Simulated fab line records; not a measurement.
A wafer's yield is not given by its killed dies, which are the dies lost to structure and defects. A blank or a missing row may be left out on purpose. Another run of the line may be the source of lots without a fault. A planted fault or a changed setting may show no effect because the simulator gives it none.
Chamber matching || flow nand_harc || NHARC_A_CHANNEL_FILL_D1_STRIP_28 on rie_diel-02: 4 sister chambers
The step strips in O2, time 20 s. 33 wafers are shown with their chamber, then 12 later ones without.

== WAFERS PAIRED WITH THEIR CHAMBERS ==
{"wafer": "L074.1", "chamber": 1, "drypump_motor_current_A (A)": 6.1, "oes_product_au (a.u.)": 0.994, "rf_vpp_V (V)": 58.7}
{"wafer": "L074.4", "chamber": 0, "drypump_motor_current_A (A)": 5.7, "oes_product_au (a.u.)": 0.986, "rf_vpp_V (V)": 57.2}
{"wafer": "L074.5", "chamber": 3, "drypump_motor_current_A (A)": 6.6, "oes_product_au (a.u.)": 1.001, "rf_vpp_V (V)": 57.4}
{"wafer": "L077.1", "chamber": 0, "drypump_motor_current_A (A)": 5.7, "oes_product_au (a.u.)": 0.994, "rf_vpp_V (V)": 57.7}
{"wafer": "L077.2", "chamber": 3, "drypump_motor_current_A (A)": 6.6, "oes_product_au (a.u.)": 0.999, "rf_vpp_V (V)": 57.9}
{"wafer": "L077.3", "chamber": 1, "drypump_motor_current_A (A)": 6.1, "oes_product_au (a.u.)": 0.987, "rf_vpp_V (V)": 58.0}
{"wafer": "L077.4", "chamber": 2, "drypump_motor_current_A (A)": 5.5, "oes_product_au (a.u.)": 0.990, "rf_vpp_V (V)": 58.5}
{"wafer": "L077.5", "chamber": 2, "drypump_motor_current_A (A)": 5.5, "oes_product_au (a.u.)": 0.997, "rf_vpp_V (V)": 59.0}
{"wafer": "L077.6", "chamber": 1, "drypump_motor_current_A (A)": 6.1, "oes_product_au (a.u.)": 0.986, "rf_vpp_V (V)": 58.1}
{"wafer": "L076.1", "chamber": 3, "drypump_motor_current_A (A)": 6.6, "oes_product_au (a.u.)": 0.998, "rf_vpp_V (V)": 57.1}
{"wafer": "L076.2", "chamber": 2, "drypump_motor_current_A (A)": 5.5, "oes_product_au (a.u.)": 0.996, "rf_vpp_V (V)": 58.2}
{"wafer": "L076.6", "chamber": 2, "drypump_motor_current_A (A)": 5.5, "oes_product_au (a.u.)": 0.989, "rf_vpp_V (V)": 58.0}
{"wafer": "L078.3", "chamber": 2, "drypump_motor_current_A (A)": 5.5, "oes_product_au (a.u.)": 1.002, "rf_vpp_V (V)": 59.9}
{"wafer": "L078.4", "chamber": 0, "drypump_motor_current_A (A)": 5.7, "oes_product_au (a.u.)": 0.984, "rf_vpp_V (V)": 57.8}
{"wafer": "L078.5", "chamber": 1, "drypump_motor_current_A (A)": 6.1, "oes_product_au (a.u.)": 0.980, "rf_vpp_V (V)": 58.5}
{"wafer": "L080.1", "chamber": 0, "drypump_motor_current_A (A)": 5.7, "oes_product_au (a.u.)": 0.992, "rf_vpp_V (V)": 57.4}
{"wafer": "L080.2", "chamber": 3, "drypump_motor_current_A (A)": 6.7, "oes_product_au (a.u.)": 0.999, "rf_vpp_V (V)": 57.0}
{"wafer": "L080.3", "chamber": 2, "drypump_motor_current_A (A)": 5.5, "oes_product_au (a.u.)": 0.990, "rf_vpp_V (V)": 59.3}
{"wafer": "L080.4", "chamber": 1, "drypump_motor_current_A (A)": 6.2, "oes_product_au (a.u.)": 0.985, "rf_vpp_V (V)": 59.2}
{"wafer": "L080.5", "chamber": 2, "drypump_motor_current_A (A)": 5.5, "oes_product_au (a.u.)": 0.999, "rf_vpp_V (V)": 57.9}
{"wafer": "L080.6", "chamber": 1, "drypump_motor_current_A (A)": 6.1, "oes_product_au (a.u.)": 0.994, "rf_vpp_V (V)": 58.5}
{"wafer": "L082.2", "chamber": 3, "drypump_motor_current_A (A)": 6.7, "oes_product_au (a.u.)": 0.991, "rf_vpp_V (V)": 59.2}
{"wafer": "L082.3", "chamber": 0, "drypump_motor_current_A (A)": 5.8, "oes_product_au (a.u.)": 0.996, "rf_vpp_V (V)": 57.6}
{"wafer": "L082.6", "chamber": 2, "drypump_motor_current_A (A)": 5.5, "oes_product_au (a.u.)": 0.992, "rf_vpp_V (V)": 58.8}
{"wafer": "L083.2", "chamber": 0, "drypump_motor_current_A (A)": 5.8, "oes_product_au (a.u.)": 0.986, "rf_vpp_V (V)": 57.6}
{"wafer": "L083.4", "chamber": 2, "drypump_motor_current_A (A)": 5.5, "oes_product_au (a.u.)": 0.994, "rf_vpp_V (V)": 57.6}
{"wafer": "L083.5", "chamber": 2, "drypump_motor_current_A (A)": 5.5, "oes_product_au (a.u.)": 0.993, "rf_vpp_V (V)": 58.6}
{"wafer": "L087.1", "chamber": 2, "drypump_motor_current_A (A)": 5.5, "oes_product_au (a.u.)": 0.998, "rf_vpp_V (V)": 58.9}
{"wafer": "L087.4", "chamber": 1, "drypump_motor_current_A (A)": 6.1, "oes_product_au (a.u.)": 0.991, "rf_vpp_V (V)": 56.7}
{"wafer": "L087.5", "chamber": 3, "drypump_motor_current_A (A)": 6.7, "oes_product_au (a.u.)": 1.001, "rf_vpp_V (V)": 58.2}
{"wafer": "L085.1", "chamber": 3, "drypump_motor_current_A (A)": 6.7, "oes_product_au (a.u.)": 0.992, "rf_vpp_V (V)": 57.4}
{"wafer": "L085.3", "chamber": 0, "drypump_motor_current_A (A)": 5.8, "oes_product_au (a.u.)": 0.992, "rf_vpp_V (V)": 57.6}
{"wafer": "L085.6", "chamber": 2, "drypump_motor_current_A (A)": 5.5, "oes_product_au (a.u.)": 0.988, "rf_vpp_V (V)": 57.8}

SIGNATURES (means of the wafers above)
{"reading": "drypump_motor_current_A", "chamber 0": 5.743, "chamber 1": 6.114, "chamber 2": 5.500, "chamber 3": 6.657, "scatter within a chamber": 0.0384}
{"reading": "oes_product_au", "chamber 0": 0.99000, "chamber 1": 0.98814, "chamber 2": 0.99400, "chamber 3": 0.99729, "scatter within a chamber": 0.00456}
{"reading": "rf_vpp_V", "chamber 0": 57.557, "chamber 1": 58.243, "chamber 2": 58.542, "chamber 3": 57.743, "scatter within a chamber": 0.659}
Rule: a wafer lies at a distance from a chamber equal to the root of the sum of squares, over the readings, of (its reading less the chamber's mean, divided by the reading's scatter). The wafer belongs to the nearest chamber; if the next one is less than 2 further off, it can't be placed. The scatter: take each reading less its chamber's mean, square it, sum over the shown wafers, divide by the number of wafers less the number of chambers, and take the root.

== WAFERS WITH NO CHAMBER GIVEN ==
{"wafer": "L089.1", "drypump_motor_current_A (A)": 6.1, "oes_product_au (a.u.)": 0.977, "rf_vpp_V (V)": 58.8}
{"wafer": "L089.4", "drypump_motor_current_A (A)": 6.7, "oes_product_au (a.u.)": 0.978, "rf_vpp_V (V)": 59.5}
{"wafer": "L089.5", "drypump_motor_current_A (A)": 5.8, "oes_product_au (a.u.)": 0.992, "rf_vpp_V (V)": 58.0}
{"wafer": "L090.1", "drypump_motor_current_A (A)": 5.8, "oes_product_au (a.u.)": 0.991, "rf_vpp_V (V)": 58.6}
{"wafer": "L090.3", "drypump_motor_current_A (A)": 6.1, "oes_product_au (a.u.)": 0.983, "rf_vpp_V (V)": 58.1}
{"wafer": "L090.6", "drypump_motor_current_A (A)": 6.2, "oes_product_au (a.u.)": 0.992, "rf_vpp_V (V)": 56.9}
{"wafer": "L091.2", "drypump_motor_current_A (A)": 6.7, "oes_product_au (a.u.)": 0.990, "rf_vpp_V (V)": 57.0}
{"wafer": "L091.4", "drypump_motor_current_A (A)": 5.8, "oes_product_au (a.u.)": 0.977, "rf_vpp_V (V)": 58.0}
{"wafer": "L091.6", "drypump_motor_current_A (A)": 5.8, "oes_product_au (a.u.)": 0.993, "rf_vpp_V (V)": 58.6}
{"wafer": "L093.2", "drypump_motor_current_A (A)": 6.6, "oes_product_au (a.u.)": 0.990, "rf_vpp_V (V)": 58.3}
{"wafer": "L093.3", "drypump_motor_current_A (A)": 6.1, "oes_product_au (a.u.)": 0.984, "rf_vpp_V (V)": 57.4}
{"wafer": "L093.4", "drypump_motor_current_A (A)": 5.7, "oes_product_au (a.u.)": 0.991, "rf_vpp_V (V)": 56.9}

== CHAMBER TAKEN BY EACH ==
{"wafer": "L089.1", "from the rows above": 1, "in truth": 1}
{"wafer": "L089.4", "from the rows above": 3, "in truth": 3}
{"wafer": "L089.5", "from the rows above": 0, "in truth": 0}
{"wafer": "L090.1", "from the rows above": 0, "in truth": 0}
{"wafer": "L090.3", "from the rows above": 1, "in truth": 1}
{"wafer": "L090.6", "from the rows above": 1, "in truth": 1}
{"wafer": "L091.2", "from the rows above": 3, "in truth": 3}
{"wafer": "L091.4", "from the rows above": 0, "in truth": 0}
{"wafer": "L091.6", "from the rows above": 0, "in truth": 0}
{"wafer": "L093.2", "from the rows above": 3, "in truth": 3}
{"wafer": "L093.3", "from the rows above": 1, "in truth": 1}
{"wafer": "L093.4", "from the rows above": 0, "in truth": 0}
Correct placement for 12 of the 12. From these rows, 0 cannot be placed. Wrongly placed: 0.
